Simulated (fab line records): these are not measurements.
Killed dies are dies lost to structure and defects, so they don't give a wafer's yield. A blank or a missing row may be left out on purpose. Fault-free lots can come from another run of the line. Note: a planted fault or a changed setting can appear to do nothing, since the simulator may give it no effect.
fab line records | flow n5_finfet | part 2 of 2: steps 31 to 43 of 43
record lots=5 | wafers=15 | last_day=17
route steps=1938 shown STI_FIN_REVEAL@192 DUMMY_GATE@212
lots that met no fault: from a run of the same line without faults
start_h: start of the lot's first displayed wafer, in hours after the record's first day | wait_h: hours since the lot's step before | " the same as in the row above | L1.1+2: one row covering several wafers at once | - no value, or no start given | * or withheld: withheld | < > ~ a bound
route shown NAME@n: a module of which the file shows steps, and the number in the route of the first | usual: mean and standard deviation over wafers with no fault | same: alike in all rows | chamber/n: place in a boat | sites: each site's reading | _std_site: standard deviation of those values | _edge_site: mean of outer sites minus mean of inner sites | radius_mm: for every site, how far away it sits from the centre of the wafer | mask NAME#n: copy n | behind: the most recent tool/chamber to have shaped the wafer | hold: why the lot went on hold/how many hours it stayed there/how the hold came to an end | device: whichever transistor did not switch (one of n, p or np) | end of line: the tests these same wafers got at the end of their route | step lacking rows: just its recipe | killed: dies that structure and defects cost at the first sort, which is not the same as the wafer's yield | map: the dies of a wafer, with x for killed, . for not killed, _ for no die there
set.NAME: setting as actually run; set.NAME@STEP: the setting as run at that earlier step | model.NAME: the simulator's own value behind a step, which no gauge read
lots at some steps of the route; a table a step, a row a wafer
services: a tool's chamber out of use, with start hour (start_h, from the record's first day; less than 0 if before it), hours out, and reason
## steps
# step N5_DUMMY_GATE_COAT_34
# recipe resist=SOC | temp_c=250 | time_s=60 | spin_rpm=1500 | resist_thk_nm=60
lot.wafer  | tool           | chamber | start_h | wait_h
L080.1+4+5 | litho_track-03 | 0       | 81.42   | 0.0
L081.1+3+4 | litho_track-05 | 0       | 87.82   | 0.0
L082.2+5+6 | litho_track-02 | 0       | 92.25   | 0.0
L088.2+3+4 | litho_track-05 | 0       | 142.68  | 0.0
L095.1+2+3 | litho_track-05 | 0       | 171.32  | 0.0
# step N5_DUMMY_GATE_COAT_35
# recipe resist=SiARC | temp_c=220 | time_s=60 | spin_rpm=1500 | resist_thk_nm=10
lot.wafer  | tool           | chamber | start_h | wait_h
L080.1+4+5 | litho_track-03 | 0       | -       | -
L081.1+3+4 | litho_track-05 | 0       | -       | -
L082.2+5+6 | litho_track-02 | 0       | -       | -
L088.2+3+4 | litho_track-05 | 0       | -       | -
L095.1+2+3 | litho_track-05 | 0       | -       | -
# step N5_DUMMY_GATE_COAT_28
# recipe resist=underlayer | temp_c=205 | time_s=60 | spin_rpm=1500 | resist_thk_nm=10
lot.wafer  | tool           | chamber | start_h | wait_h
L080.1+4+5 | litho_track-03 | 0       | -       | -
L081.1+3+4 | litho_track-05 | 0       | -       | -
L082.2+5+6 | litho_track-02 | 0       | -       | -
L088.2+3+4 | litho_track-05 | 0       | -       | -
L095.1+2+3 | litho_track-05 | 0       | -       | -
# step N5_DUMMY_GATE_COAT_09
# recipe resist=CAR-EUV | spin_rpm=1500 | resist_thk_nm=30
lot.wafer  | tool           | chamber | start_h | wait_h
L080.1+4+5 | litho_track-03 | 0       | -       | -
L081.1+3+4 | litho_track-05 | 0       | -       | -
L082.2+5+6 | litho_track-02 | 0       | -       | -
L088.2+3+4 | litho_track-05 | 0       | -       | -
L095.1+2+3 | litho_track-05 | 0       | -       | -
# step N5_DUMMY_GATE_EBR_11
# recipe solvent=PGMEA | ebr_width_mm=1.5
lot.wafer  | tool           | chamber | start_h | wait_h
L080.1+4+5 | litho_track-03 | 0       | -       | -
L081.1+3+4 | litho_track-05 | 0       | -       | -
L082.2+5+6 | litho_track-02 | 0       | -       | -
L088.2+3+4 | litho_track-05 | 0       | -       | -
L095.1+2+3 | litho_track-05 | 0       | -       | -
# step N5_DUMMY_GATE_SOFTBAKE_10
# recipe temp_c=110 | time_s=60 | resist=CAR-EUV
lot.wafer  | tool           | chamber | start_h | wait_h
L080.1+4+5 | litho_track-03 | 0       | -       | -
L081.1+3+4 | litho_track-05 | 0       | -       | -
L082.2+5+6 | litho_track-02 | 0       | -       | -
L088.2+3+4 | litho_track-05 | 0       | -       | -
L095.1+2+3 | litho_track-05 | 0       | -       | -
# step N5_DUMMY_GATE_EXPOSE_12
# recipe mask_id=GATE | na=0.33 | source_shape=annular | sigma_inner=0.2 | sigma_outer=0.6 | polarization=unpolarized | target_cd_nm=25 | dose_mj=34
lot.wafer  | tool           | chamber | start_h | wait_h | mask
L080.1+4+5 | euv_scanner-01 | 0       | 81.68   | -      | GATE#0
L081.1+3+4 | euv_scanner-01 | 0       | 87.96   | -      | GATE#0
L082.2+5+6 | euv_scanner-02 | 0       | 92.51   | -      | GATE#0
L088.2+3+4 | euv_scanner-02 | 0       | 142.83  | -      | GATE#0
L095.1+2+3 | euv_scanner-02 | 0       | 171.58  | -      | GATE#0
# step N5_DUMMY_GATE_PEB_13
# recipe peb_temp_c=100 | peb_time_s=60 | resist=CAR-EUV
lot.wafer  | tool           | chamber | start_h | wait_h
L080.1+4+5 | litho_track-02 | 0       | 81.74   | 0.1
L081.1+3+4 | litho_track-05 | 0       | 88.02   | 0.1
L082.2+5+6 | litho_track-02 | 0       | 92.57   | 0.0
L088.2+3+4 | litho_track-05 | 0       | 142.88  | 0.0
L095.1+2+3 | litho_track-02 | 0       | 171.64  | 0.1
# step N5_DUMMY_GATE_DEVELOP_14
# recipe develop_time_s=30 | developer=TMAH | resist=CAR-EUV | rinse_liquid=surfactant_rinse | dry=air_spin | dev_temp_c=23
lot.wafer  | tool           | chamber | start_h | wait_h
L080.1+4+5 | litho_track-02 | 0       | -       | -
L081.1+3+4 | litho_track-05 | 0       | -       | -
L082.2+5+6 | litho_track-02 | 0       | -       | -
L088.2+3+4 | litho_track-05 | 0       | -       | -
L095.1+2+3 | litho_track-02 | 0       | -       | -
# step N5_DUMMY_GATE_CD_MEAS_15
# recipe target_cd_nm=25.8 | landing_energy_ev=500 | detector=se_inlens
# usual cd_nm=24.95/0.25
lot.wafer | tool      | chamber | start_h | wait_h | cd_nm
L080.1    | cd_sem-02 | 0       | 81.81   | -      | 24.67
L080.4    | "         | 0       | "       | "      | 24.77
L080.5    | "         | 0       | "       | "      | 24.57
L081.1    | cd_sem-02 | 0       | 88.09   | -      | 25.29
L081.3    | "         | 0       | "       | "      | 25.23
L081.4    | "         | 0       | "       | "      | 25.03
L082.2    | cd_sem-01 | 0       | 92.64   | -      | 24.59
L082.5    | "         | 0       | "       | "      | 24.82
L082.6    | "         | 0       | "       | "      | 24.92
L088.2    | cd_sem-01 | 0       | 142.95  | -      | 25.06
L088.3    | "         | 0       | "       | "      | 25.24
L088.4    | "         | 0       | "       | "      | 24.79
L095.1    | cd_sem-01 | 0       | 171.70  | -      | 24.76
L095.2    | "         | 0       | "       | "      | 24.74
L095.3    | "         | 0       | "       | "      | 24.95
# step N5_DUMMY_GATE_OVL_MEAS_16
# recipe points_per_wafer=522
# usual GATE_OVL=0.1/0.65
lot.wafer | tool       | chamber | start_h | wait_h | GATE_OVL[nm]
L080.1    | overlay-01 | 0       | 81.85   | 0.0    | 1.1
L080.4    | "          | 0       | "       | "      | 0.5
L080.5    | "          | 0       | "       | "      | 1.3
L081.1    | overlay-01 | 0       | 88.13   | 0.0    | -0.5
L081.3    | "          | 0       | "       | "      | -0.5
L081.4    | "          | 0       | "       | "      | -0.5
L082.2    | overlay-02 | 0       | 92.68   | 0.0    | 1.0
L082.5    | "          | 0       | "       | "      | 0.1
L082.6    | "          | 0       | "       | "      | 0.8
L088.2    | overlay-01 | 0       | 143.00  | 0.0    | -0.4
L088.3    | "          | 0       | "       | "      | -0.7
L088.4    | "          | 0       | "       | "      | 0.4
L095.1    | overlay-02 | 0       | 171.74  | 0.0    | -0.1
L095.2    | "          | 0       | "       | "      | 0.0
L095.3    | "          | 0       | "       | "      | 0.4
# step N5_DUMMY_GATE_INSPECT_17
# recipe mode=adi | inspect_instrument=brightfield
# usual raw_defect_count=203/53
lot.wafer | tool              | chamber | start_h | wait_h | raw_defect_count
L080.1    | defect_inspect-02 | -       | 81.90   | 0.1    | 207
L080.4    | "                 | -       | "       | "      | 142
L080.5    | "                 | -       | "       | "      | 260
L081.1    | defect_inspect-01 | -       | 88.18   | 0.1    | 323
L081.3    | "                 | -       | "       | "      | 368
L081.4    | "                 | -       | "       | "      | 270
L082.2    | defect_inspect-02 | -       | 92.73   | 0.0    | 164
L082.5    | "                 | -       | "       | "      | 157
L082.6    | "                 | -       | "       | "      | 238
L088.2    | defect_inspect-01 | -       | 143.05  | 0.0    | 187
L088.3    | "                 | -       | "       | "      | 172
L088.4    | "                 | -       | "       | "      | 242
L095.1    | defect_inspect-01 | -       | 171.80  | 0.1    | 166
L095.2    | "                 | -       | "       | "      | 169
L095.3    | "                 | -       | "       | "      | 267
# step N5_DUMMY_GATE_DESCUM_20
# recipe chemistry=O2 | time_s=6.2 | source_power_w=50 | bias_power_w=20 | pressure_mtorr=20 | rf_frequency_hz=2.712e+07 | temp_c=40 | resist=CAR-EUV | o2_flow_sccm=225
# usual bias_power_w=20.00/0.061 | drypump_motor_current_A=5.57/0.29 | o2_flow_sccm=225.0/0.71 | oes_product_au=0.77/0.081 | rf_vpp_V=243.6/1.1 | showerhead_plenum_p_Torr=2.12/0.051 | throttle_valve_pct=20.53/0.21
lot.wafer | tool        | chamber | start_h | wait_h | bias_power_w | drypump_motor_current_A | o2_flow_sccm | oes_product_au | rf_hours_counter_h | rf_vpp_V | showerhead_plenum_p_Torr | throttle_valve_pct
L080.1    | rie_diel-01 | 0       | 81.94   | 0.0    | 19.90        | 5.26                    | 224.6        | 0.95           | 8                  | 244.1    | 2.14                     | 20.65
L080.4    | "           | 3       | "       | "      | 19.91        | 5.22                    | 225.4        | 0.71           | 195                | 243.3    | 2.09                     | 20.66
L080.5    | "           | 1       | "       | "      | 20.06        | 5.52                    | 224.1        | 0.76           | -                  | 246.1    | 2.17                     | 20.34
L081.1    | rie_diel-01 | 3       | 88.22   | 0.0    | 20.06        | 5.22                    | 225.0        | 0.71           | 197                | 242.6    | 2.09                     | 20.68
L081.3    | "           | 1       | "       | "      | 20.05        | 5.51                    | 224.7        | 0.77           | 131                | 244.3    | 2.17                     | 20.34
L081.4    | "           | 0       | "       | "      | 19.94        | 5.26                    | 225.1        | 0.95           | 9                  | 245.0    | 2.14                     | 20.66
L082.2    | rie_diel-01 | 1       | 92.97   | 0.2    | 19.99        | 5.52                    | 224.5        | 0.77           | 132                | 244.4    | 2.17                     | 20.34
L082.5    | "           | 1       | "       | "      | 19.93        | 5.53                    | 224.5        | 0.77           | -                  | 244.3    | 2.17                     | 20.33
L082.6    | "           | 0       | "       | "      | 19.94        | 5.26                    | 225.4        | 0.95           | -                  | 245.0    | 2.14                     | 20.64
L088.2    | rie_diel-01 | 0       | 143.08  | 0.0    | 19.96        | 5.27                    | 225.4        | 0.90           | 23                 | 243.6    | 2.14                     | 20.66
L088.3    | "           | 1       | "       | "      | 19.86        | 5.51                    | 226.0        | 0.75           | 148                | 244.9    | 2.16                     | 20.36
L088.4    | "           | 0       | "       | "      | 19.91        | 5.26                    | 226.5        | 0.91           | -                  | 244.0    | 2.14                     | 20.67
L095.1    | rie_diel-01 | 2       | 171.85  | 0.0    | 20.04        | 5.85                    | 225.6        | 0.72           | 209                | 242.7    | 2.05                     | 20.64
L095.2    | "           | 3       | "       | "      | 20.01        | 5.21                    | 225.1        | 0.69           | 222                | 242.8    | 2.08                     | 20.72
L095.3    | "           | 1       | "       | "      | 20.03        | 5.52                    | 225.6        | 0.74           | 158                | 244.5    | 2.16                     | 20.38
## services
tool            | chamber | start_h | hours | kind
euv_scanner-01  | -       | 50.93   | 0.7   | repair
euv_scanner-02  | -       | 52.43   | 4.6   | pm
cmp-03          | -       | 59.88   | 3.7   | pm
euv_scanner-02  | -       | 61.67   | 1.0   | pm
plasma_asher-01 | -       | 67.06   | 1.7   | repair
euv_scanner-02  | -       | 67.43   | 5.8   | pm
vapor_etch-01   | -       | 67.59   | 0.8   | repair
vapor_etch-02   | 0       | 75.10   | 0.7   | repair
ald_sin-02      | 2       | 76.14   | 7.5   | repair
vapor_etch-01   | -       | 78.54   | 0.8   | repair
euv_scanner-01  | -       | 80.01   | 1.0   | pm
vapor_etch-01   | -       | 86.88   | 14.6  | pm
euv_scanner-01  | -       | 91.58   | 0.3   | repair
rie_diel-01     | -       | 94.56   | 2.8   | pm
euv_scanner-02  | -       | 97.85   | 6.2   | pm
rie_diel-01     | 0       | 114.37  | 7.6   | repair
euv_scanner-02  | -       | 117.82  | 1.0   | pm
wet_bench-01    | -       | 134.94  | 3.8   | repair
lpcvd-01        | -       | 136.41  | 6.1   | pm
cmp-03          | -       | 139.32  | 4.0   | pm
rie_diel-01     | 3       | 142.69  | 2.2   | repair
plasma_asher-02 | -       | 154.70  | 6.9   | repair
rie_si-04       | 0       | 158.09  | 3.1   | repair
euv_scanner-02  | -       | 162.88  | 0.2   | repair
